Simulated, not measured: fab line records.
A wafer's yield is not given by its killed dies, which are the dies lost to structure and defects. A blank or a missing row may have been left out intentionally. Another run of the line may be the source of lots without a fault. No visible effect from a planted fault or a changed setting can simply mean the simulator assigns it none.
Matching of chambers + flow nand harc + NHARC_P_M2_DEP_33 on pecvd-01 has 3 sister chambers
The step deposits SiCN, target thk 30 nm. 6 wafers are shown with their chamber, then 8 later ones without.

## EACH WAFER AND ITS CHAMBER
| wafer  | chamber | heater power w (W) |
|--------|---------|--------------------|
| L078.4 | 1       | 620                |
| L081.4 | 0       | 549                |
| L084.2 | 0       | 608                |
| L084.4 | 2       | 474                |
| L084.5 | 1       | 627                |
| L086.3 | 2       | 479                |

## WAFERS WHOSE CHAMBER IS MISSING
| wafer  | heater power w (W) |
|--------|--------------------|
| L086.4 | 650                |
| L086.6 | 551                |
| L089.2 | 605                |
| L089.3 | 490                |
| L089.4 | 486                |
| L097.1 | 413                |
| L097.3 | 645                |
| L097.4 | 639                |

## CHAMBER TAKEN BY EACH
| wafer  | from the rows above          | in truth |
|--------|------------------------------|----------|
| L086.4 | can't be placed: 1 or 0      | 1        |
| L086.6 | can't be placed: 0 or 1 or 2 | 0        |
| L089.2 | can't be placed: 1 or 0      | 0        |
| L089.3 | 2                            | 2        |
| L089.4 | 2                            | 2        |
| L097.1 | 2                            | 2        |
| L097.3 | can't be placed: 1 or 0      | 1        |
| L097.4 | can't be placed: 1 or 0      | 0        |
Correctly placed: 3 of 8. Not placeable from these rows: 5 (in 5, the candidates include the true chamber). Wrongly placed: 0.
How it was worked out, from the rows above alone: a wafer's distance from a chamber is the root of the sum, over the readings, of the square of ((its reading less the chamber's mean) divided by the reading's scatter). If the next closest chamber is less than 2 further off than the closest, the wafer can't be placed; otherwise it belongs to the closest. Each chamber's mean is taken over the wafers shown for it. The scatter: the root of (the sum of the squares of (reading less its chamber's mean) over the shown wafers, divided by (wafers less chambers)).
